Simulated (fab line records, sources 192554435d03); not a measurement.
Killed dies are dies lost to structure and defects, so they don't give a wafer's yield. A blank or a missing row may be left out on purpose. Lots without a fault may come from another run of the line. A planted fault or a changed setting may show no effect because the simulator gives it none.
Chamber matching | flow n5_finfet | N5_GATE_CUT_STRIP_59 on rie_diel-05: 4 sister chambers
The step strips in N2/H2, time 20 s. 4 wafers are shown with their chamber, then 12 later ones without.

WAFERS WITH THEIR CHAMBER
wafer  | chamber | drypump_motor_current_A (A)
L089.4 | 3       | 5.9
L090.2 | 2       | 5.7
L090.5 | 0       | 5.3
L090.6 | 1       | 5.9

WAFERS WITHOUT THEIR CHAMBER
wafer  | drypump_motor_current_A (A)
L092.2 | 5.7
L092.3 | 5.9
L092.4 | 5.3
L095.4 | 5.9
L095.5 | 5.7
L095.6 | 5.3
L096.1 | 5.9
L096.2 | 5.3
L096.6 | 5.7
L097.1 | 5.9
L097.4 | 5.3
L097.6 | 5.6

WHICH CHAMBER EACH WENT THROUGH
wafer  | from the rows above     | in truth
L092.2 | 2                       | 2
L092.3 | can't be placed: 1 or 3 | 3
L092.4 | 0                       | 0
L095.4 | can't be placed: 1 or 3 | 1
L095.5 | 2                       | 2
L095.6 | 0                       | 0
L096.1 | can't be placed: 1 or 3 | 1
L096.2 | 0                       | 0
L096.6 | 2                       | 2
L097.1 | can't be placed: 1 or 3 | 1
L097.4 | 0                       | 0
L097.6 | 2                       | 2
Placed correctly: 8 of 12. Can't be placed from these rows: 4 (the true chamber is among the candidates in 4). Placed wrongly: 0.
How it was worked out, from the rows above alone: a wafer's distance from a chamber is the root of the sum, over the readings, of the square of ((its reading less the chamber's mean) divided by the reading's scatter). The wafer belongs to the nearest chamber; if the next one is less than 2 further off, it can't be placed. A chamber's mean is the mean of its shown wafers. The scatter: with one shown wafer a chamber, the root of the mean of the squares of how far each hidden wafer lies from its nearest shown one.
